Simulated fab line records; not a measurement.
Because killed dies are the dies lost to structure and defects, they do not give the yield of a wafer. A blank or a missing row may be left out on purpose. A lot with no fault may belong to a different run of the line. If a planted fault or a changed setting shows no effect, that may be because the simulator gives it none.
fab line records ; flow nandHarc ; part 2 of 2: steps 5 to 6 of 6
record: lots: 23; wafers: 69; lastDay: 33
route steps=1302 shown A_STAIRCASE@703
lots untouched by any fault: they come from a run of this same line in which no faults occurred
startH: hours from the record's opening day to when the first of the lot's shown wafers began ; waitH: hours since the lot's step before ; " unchanged from the row above ; L1.1+2: one row covering several wafers at once ; - value missing, or start not given ; * or withheld: withheld ; < > ~ a bound
route shown NAME@n: names a module that has steps shown in the file, with the first one's number in the route ; usual: average and standard deviation across the fault-free wafers ; same: alike in all rows ; chamber/n: place in a boat ; sites: each site's reading ; _std_site: the standard deviation of these ; _edge_site: mean of outer sites minus mean of inner sites ; radiusMm: for every site, how far away it sits from the centre of the wafer ; mask NAME#n: copy n ; behind: the last tool/chamber to shape the wafer ; hold: cause of the lot's hold/its duration in hours/its outcome ; device: transistor that didn't switch, given as n, p or np ; end of line: tests run on the same wafers once the route is complete ; a step with no rows: only its recipe ; killed: the dies lost at the first sort to structure and to defects; this is not the yield of the wafer ; map: shows each die of a wafer: x if killed, . if not, _ if none is there
set.NAME: the setting the step ran with; set.NAME@STEP: the setting that earlier step ran with ; model.NAME: the simulator's own value behind a step, which no gauge read
the route's steps for a sample of lots (tables are steps, rows are wafers)
services: the hour from which a tool's chamber was out of use, counted from the record's first day as startH (under 0 if before that day), plus the number of hours and why
== steps ==
step: NHARC_A_STAIRCASE_STRIP_254
recipe: powerW: 1500; tempC: 250; chemistry: O2
usual: drypumpMotorCurrentA: 5.5/0.37; heaterPowerW: 323/14
lot.wafer;tool;chamber;startH;waitH;drypumpMotorCurrentA;heaterPowerW;rfHoursCounterH
L074.2;plasmaAsher-01;1;352.43;-;5.3;325;0
L074.5;plasmaAsher-01;1;352.43;-;5.3;327;-
L074.6;plasmaAsher-01;0;352.43;-;5.4;341;-
L075.1;plasmaAsher-01;0;372.29;-;5.4;336;4
L075.3;plasmaAsher-01;0;372.29;-;5.4;339;-
L075.5;plasmaAsher-01;1;372.29;-;5.3;328;-
L076.2;plasmaAsher-01;1;378.56;-;5.3;325;5
L076.4;plasmaAsher-01;0;378.56;-;5.4;346;-
L076.5;plasmaAsher-01;1;378.56;-;5.3;335;-
L077.2;plasmaAsher-02;1;386.30;-;6.1;317;26
L077.3;plasmaAsher-02;1;386.30;-;6.1;320;-
L077.6;plasmaAsher-02;0;386.30;-;5.3;346;-
L078.1;plasmaAsher-02;0;406.29;-;5.3;341;31
L078.2;plasmaAsher-02;1;406.29;-;6.1;313;31
L078.3;plasmaAsher-02;0;406.29;-;5.3;333;-
L079.2;plasmaAsher-01;1;414.94;-;5.3;332;11
L079.4;plasmaAsher-01;0;414.94;-;5.4;351;-
L079.6;plasmaAsher-01;0;414.94;-;5.4;341;-
L080.1;plasmaAsher-01;0;427.08;-;5.4;340;13
L080.4;plasmaAsher-01;0;427.08;-;5.4;331;-
L080.6;plasmaAsher-01;1;427.08;-;5.3;322;-
L081.1;plasmaAsher-01;1;439.29;-;5.3;327;17
L081.4;plasmaAsher-01;1;439.29;-;5.3;326;-
L081.6;plasmaAsher-01;1;439.29;-;5.3;327;-
L082.2;plasmaAsher-02;0;440.37;-;5.3;326;3
L082.3;plasmaAsher-02;1;440.37;-;6.1;298;-
L082.5;plasmaAsher-02;1;440.37;-;6.1;308;-
L083.2;plasmaAsher-01;0;450.23;-;5.4;332;19
L083.1;plasmaAsher-01;1;450.23;-;5.3;323;19
L083.3;plasmaAsher-01;0;450.23;-;5.4;344;-
L085.2;plasmaAsher-02;1;464.77;-;6.2;306;8
L085.1;plasmaAsher-02;0;464.77;-;5.3;339;8
L085.6;plasmaAsher-02;1;464.77;-;6.1;297;-
L084.3;plasmaAsher-01;0;465.29;-;5.4;345;-
L084.4;plasmaAsher-01;1;465.29;-;5.3;318;-
L084.5;plasmaAsher-01;1;465.29;-;5.3;324;-
L086.2;plasmaAsher-02;1;475.01;-;6.2;303;9
L086.3;plasmaAsher-02;0;475.01;-;5.3;335;-
L086.5;plasmaAsher-02;1;475.01;-;6.1;302;-
L087.3;plasmaAsher-02;0;511.77;-;5.3;333;-
L087.5;plasmaAsher-02;1;511.77;-;6.1;298;-
L087.6;plasmaAsher-02;0;511.77;-;5.2;336;-
L089.2;plasmaAsher-02;1;514.84;-;6.1;305;17
L089.3;plasmaAsher-02;1;514.84;-;6.2;302;-
L089.5;plasmaAsher-02;1;514.84;-;6.1;304;-
L091.2;plasmaAsher-02;1;523.49;-;6.1;305;21
L091.4;plasmaAsher-02;0;523.49;-;5.3;322;-
L091.5;plasmaAsher-02;0;523.49;-;5.3;329;-
L090.2;plasmaAsher-02;0;523.75;-;5.3;327;22
L090.3;plasmaAsher-02;1;523.75;-;6.1;302;-
L090.6;plasmaAsher-02;0;523.75;-;5.3;329;-
L092.2;plasmaAsher-02;1;548.27;-;6.1;308;26
L092.6;plasmaAsher-02;1;548.27;-;6.1;303;-
L092.5;plasmaAsher-02;0;548.27;-;5.3;331;-
L093.2;plasmaAsher-01;1;551.19;-;5.3;323;4
L093.1;plasmaAsher-01;0;551.19;-;5.4;322;4
L093.4;plasmaAsher-01;1;551.19;-;5.3;328;-
L094.2;plasmaAsher-02;0;566.56;-;5.3;316;30
L094.4;plasmaAsher-02;1;566.56;-;6.2;313;-
L094.5;plasmaAsher-02;0;566.56;-;5.3;335;-
L095.2;plasmaAsher-01;0;567.13;-;5.4;328;8
L095.3;plasmaAsher-01;1;567.13;-;5.3;319;-
L095.6;plasmaAsher-01;1;567.13;-;5.3;337;-
L096.2;plasmaAsher-02;0;584.82;-;5.3;332;34
L096.3;plasmaAsher-02;1;584.82;-;6.1;310;-
L096.5;plasmaAsher-02;1;584.82;-;6.1;308;-
L097.3;plasmaAsher-02;1;596.57;-;6.1;302;-
L097.5;plasmaAsher-02;1;596.57;-;6.1;300;-
L097.6;plasmaAsher-02;0;596.57;-;5.3;318;-
step: NHARC_A_STAIRCASE_STRIP_295
recipe: o2FlowSccm: 500; arFlowSccm: 0; biasW: 0; chemistry: O2
usual: drypumpMotorCurrentA: 5.6/0.63; oesProductAu: 1.000/0.01; rfVppV: 57.7/0.84; showerheadPlenumPTorr: 3.50/0.14; throttleValvePct: 17.037/0.0092
lot.wafer;tool;chamber;startH;waitH;drypumpMotorCurrentA;oesProductAu;rfHoursCounterH;rfVppV;showerheadPlenumPTorr;throttleValvePct
L074.2;rieDiel-05;2;-;-;6.3;0.986;31;56.9;3.42;17.044
L074.5;rieDiel-05;3;-;-;5.0;0.992;-;55.8;3.28;17.047
L074.6;rieDiel-05;0;-;-;5.3;1.010;-;57.9;3.48;17.037
L075.1;rieDiel-05;3;-;-;4.9;0.993;36;57.3;3.28;17.040
L075.3;rieDiel-05;0;-;-;5.3;1.012;44;57.0;3.47;17.035
L075.5;rieDiel-05;0;-;-;5.3;1.000;-;57.7;3.47;17.033
L076.2;rieDiel-05;0;-;-;5.3;1.009;44;56.2;3.47;17.035
L076.4;rieDiel-05;1;-;-;4.8;1.012;44;58.1;3.39;17.030
L076.5;rieDiel-05;2;-;-;6.3;0.989;-;56.8;3.42;17.030
L077.3;rieDiel-01;1;-;-;6.7;1.024;3;57.2;3.57;17.036
L077.2;rieDiel-01;3;-;-;4.9;1.011;3;57.0;3.36;17.036
L077.6;rieDiel-01;1;-;-;6.7;1.017;-;58.1;3.57;17.035
L078.3;rieDiel-01;1;-;-;6.7;1.005;12;58.2;3.56;17.034
L078.1;rieDiel-01;2;-;-;5.7;0.986;10;56.3;3.51;17.047
L078.2;rieDiel-01;0;-;-;5.5;0.999;11;58.3;3.52;17.039
L079.4;rieDiel-06;2;-;-;5.1;1.010;46;58.2;3.48;17.030
L079.2;rieDiel-06;3;-;-;6.5;1.000;40;57.7;3.29;17.052
L079.6;rieDiel-06;0;-;-;5.6;0.999;-;57.8;3.67;17.032
L080.1;rieDiel-05;1;-;-;4.8;1.018;6;58.2;3.38;17.051
L080.4;rieDiel-05;3;-;-;4.9;0.989;6;58.4;3.80;17.014
L080.6;rieDiel-05;2;-;-;6.4;1.001;-;57.6;3.41;17.031
L081.1;rieDiel-06;1;-;-;5.5;0.983;52;58.5;3.60;17.028
L081.4;rieDiel-06;3;-;-;6.5;0.990;49;56.7;3.29;17.036
L081.6;rieDiel-06;0;-;-;5.6;1.008;-;58.5;3.66;17.027
L082.3;rieDiel-01;1;-;-;6.7;1.010;19;58.4;3.56;17.021
L082.2;rieDiel-01;2;-;-;5.7;0.988;21;58.1;3.50;17.035
L082.5;rieDiel-01;3;-;-;4.9;1.003;-;57.1;3.35;17.045
L083.3;rieDiel-06;2;-;-;5.0;1.002;59;58.3;3.47;17.039
L083.1;rieDiel-06;0;-;-;5.7;1.010;48;57.5;3.66;17.039
L083.2;rieDiel-06;1;-;-;5.5;0.985;55;57.8;3.59;17.025
L085.2;rieDiel-06;0;-;-;5.7;0.996;55;58.0;3.66;17.047
L085.1;rieDiel-06;2;-;-;5.0;0.998;65;58.9;3.47;17.033
L085.6;rieDiel-06;2;-;-;5.0;0.999;-;56.9;3.47;17.055
L084.3;rieDiel-01;1;-;-;6.8;1.000;28;59.7;3.55;17.019
L084.4;rieDiel-01;0;-;-;5.5;1.013;31;56.9;3.51;17.017
L084.5;rieDiel-01;1;-;-;6.7;1.013;-;58.5;3.55;17.041
L086.2;rieDiel-01;2;-;-;5.7;0.986;32;56.6;3.49;17.039
L086.3;rieDiel-01;3;-;-;4.9;0.979;31;57.0;3.34;17.032
L086.5;rieDiel-01;1;-;-;6.8;1.008;-;56.3;3.55;17.042
L087.3;rieDiel-06;1;-;-;5.5;1.013;11;58.1;3.59;17.028
L087.6;rieDiel-06;2;-;-;5.0;1.003;-;57.8;3.46;17.032
L087.5;rieDiel-06;3;-;-;6.5;1.007;-;58.6;3.80;17.037
L089.2;rieDiel-05;2;-;-;6.4;0.990;31;58.6;3.40;17.055
L089.3;rieDiel-05;3;-;-;4.9;0.980;30;58.9;3.79;17.034
L089.5;rieDiel-05;2;-;-;6.4;0.985;-;56.8;3.40;17.031
L091.4;rieDiel-06;1;-;-;5.4;1.002;14;57.4;3.58;17.041
L091.2;rieDiel-06;0;-;-;5.6;1.013;15;58.6;3.65;17.031
L091.5;rieDiel-06;2;-;-;5.0;1.008;-;57.4;3.46;17.021
L090.3;rieDiel-01;1;-;-;6.7;1.013;48;58.1;3.54;17.043
L090.2;rieDiel-01;3;-;-;4.9;1.000;46;57.1;3.33;17.029
L090.6;rieDiel-01;1;-;-;6.7;1.003;-;58.0;3.54;17.032
L092.2;rieDiel-05;3;-;-;4.9;0.983;45;57.7;3.78;17.047
L092.5;rieDiel-05;3;-;-;4.9;0.988;-;59.9;3.78;17.046
L092.6;rieDiel-05;0;-;-;5.3;0.996;-;57.9;3.45;17.018
L093.1;rieDiel-06;2;-;-;5.0;0.998;23;57.7;3.46;17.027
L093.2;rieDiel-06;3;-;-;6.5;1.011;25;58.4;3.79;17.029
L093.4;rieDiel-06;0;-;-;5.7;1.019;24;58.5;3.64;17.045
L095.2;rieDiel-05;0;-;-;5.3;1.002;49;58.3;3.44;17.029
L095.3;rieDiel-05;2;-;-;6.3;0.993;51;58.5;3.39;17.034
L095.6;rieDiel-05;1;-;-;4.8;1.004;-;58.0;3.36;17.039
L094.2;rieDiel-01;2;-;-;5.7;1.001;5;58.7;3.48;17.033
L094.4;rieDiel-01;1;-;-;6.7;1.025;6;58.4;3.54;17.034
L094.5;rieDiel-01;2;-;-;5.7;1.001;-;56.5;3.48;17.052
L096.3;rieDiel-06;1;-;-;5.5;0.999;35;57.2;3.57;17.043
L096.2;rieDiel-06;3;-;-;6.5;1.000;40;57.1;3.78;17.038
L096.5;rieDiel-06;2;-;-;5.0;1.011;-;57.4;3.45;17.046
L097.3;rieDiel-05;2;-;-;6.3;0.996;5;56.2;3.38;17.033
L097.5;rieDiel-05;3;-;-;4.9;0.988;-;57.3;3.77;17.054
L097.6;rieDiel-05;0;-;-;5.3;1.003;-;58.6;3.44;17.026
== services ==
tool;chamber;startH;hours;kind
rieDiel-05;0;330.05;3.3;repair
rieDiel-05;3;340.22;13.9;repair
rieDiel-06;0;340.75;-;clean
rieDiel-06;1;340.75;-;clean
rieDiel-06;2;340.75;-;clean
rieDiel-05;1;365.82;2.9;repair
plasmaAsher-02;-;371.98;0.4;repair
rieDiel-01;-;377.14;1.4;repair
rieDiel-01;-;381.26;9.0;pm
rieDiel-06;-;402.50;0.5;repair
rieDiel-05;-;406.63;9.0;pm
plasmaAsher-02;-;426.00;9.0;pm
rieDiel-01;1;441.49;7.4;repair
rieDiel-06;-;484.25;9.0;pm
plasmaAsher-02;-;515.57;0.4;repair
plasmaAsher-01;-;519.56;9.0;pm
rieDiel-05;2;524.64;1.5;repair
rieDiel-01;3;528.71;7.8;repair
plasmaAsher-01;-;556.06;3.8;repair
rieDiel-01;-;558.26;9.0;pm
rieDiel-05;-;583.68;9.0;pm
rieDiel-06;0;595.74;4.3;repair
plasmaAsher-02;-;603.00;9.0;pm
plasmaAsher-01;-;608.42;3.0;repair
